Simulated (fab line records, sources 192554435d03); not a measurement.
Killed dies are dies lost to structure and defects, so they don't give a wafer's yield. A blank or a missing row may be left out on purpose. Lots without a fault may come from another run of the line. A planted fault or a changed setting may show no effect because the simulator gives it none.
Problem report in the 8D (eight disciplines) form, filled by code | flow n5_finfet | the parts of the form that need people (team, actions taken, sign-off) are left out

1. THE PROBLEM
M3_ILD_THK at N5_BEOL_M3_THK_MEAS_01 reads a mean of 92.2 nm on 4 wafers of 2 lots; wafers without a fault read 79.4 nm with a standard deviation of 1.2. That is +11 standard deviations from the usual mean.
First seen on wafer L461.2, day 12 02:02, on film_metro-01. The record holds 28 wafers of 10 lots with a number at this step. Rule for "out", or "out of limits": more than 4 standard deviations from the usual mean. The other wafers with a number count as sound.

2. WHAT IT IS AND WHAT IT IS NOT
question                    | is                     | is not
which readings at this step | M3_ILD_THK             | -
which lots                  | L461, L462             | L446, L447, L452, L455, L458, L460, L463, L465
which wafers of those lots  | all that have a number | -
read on which gauges        | film_metro-01          | film_metro-02
when                        | from day 12 02:02      | up to then (18 sound wafers); but 6 sound wafers of L463, L465 came after

3. SUSPECTS, AND WHAT RULES EACH OUT
Counting: a tool at a process step up to the reading stays a suspect if it ran every lot that is out and no sound lot after the first of them.
- the gauge at N5_BEOL_M3_THK_MEAS_01: kept. All the wafers that are out were read on film_metro-01, and no step on other tools shows them out.
- pvd_sputter-01 at N5_BEOL_M2_ANNEAL_89 (time 240 s): ruled out as a lasting fault. Sound lots L463, L465 ran on it after its first lot that is out, L461 (day 11 23:47).
- pecvd-04 at N5_BEOL_M3_ILD_DEP_00 (deposits SiOC from DEMS/O2, target thk 79 nm, time 15.3 s): kept. It ran every lot that is out, first L461 (day 12 01:58), and no sound lot after that; its last sound lot up to then is L460 (day 11 12:21).
Left after counting: pecvd-04 at N5_BEOL_M3_ILD_DEP_00, film_metro-01 at N5_BEOL_M3_THK_MEAS_01.

4. THE CAUSE (what the simulator had put in)
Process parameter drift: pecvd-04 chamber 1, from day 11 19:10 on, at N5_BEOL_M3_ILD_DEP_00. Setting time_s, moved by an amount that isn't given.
Counting left 2 suspects, and this tool is among them.

5. THE CHAIN OF EFFECTS, in route order
Each row: a reading whose mean over the struck wafers that have a number lies more than 3 standard deviations from the usual. Only readings for which the record gives a usual standard deviation are gone through. hours: the time from each lot's start at the first step in this table that gives one to its start at this step, as a median over the lots. sigmas: the change in usual standard deviations.
hours | step                   | reading    | usual   | on struck wafers | change | sigmas
0     | N5_BEOL_M3_THK_MEAS_01 | M3_ILD_THK | 79.4 nm | 92.2             | +12.8  | +11
Later measuring or inspecting steps at which every struck wafer that the step has a row for has a number for every such reading, and none has moved that far: N5_BEOL_M4_RC_MEAS_101.

6. WHAT WOULD HAVE CAUGHT IT SOONER
In this record the first reading out of limits at a measuring or inspecting step was taken at day 12 02:02, 7 hours after the fault began at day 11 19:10.
Of the tool readings at N5_BEOL_M3_ILD_DEP_00 for which the record gives a usual standard deviation, none was out on any struck wafer, so an alarm limit of 4 standard deviations on them would not have fired.
Of the lots that are out (2), L462 began N5_BEOL_M3_ILD_DEP_00 on pecvd-04 after day 12 02:02. A hold on the tool at that time would have spared it.
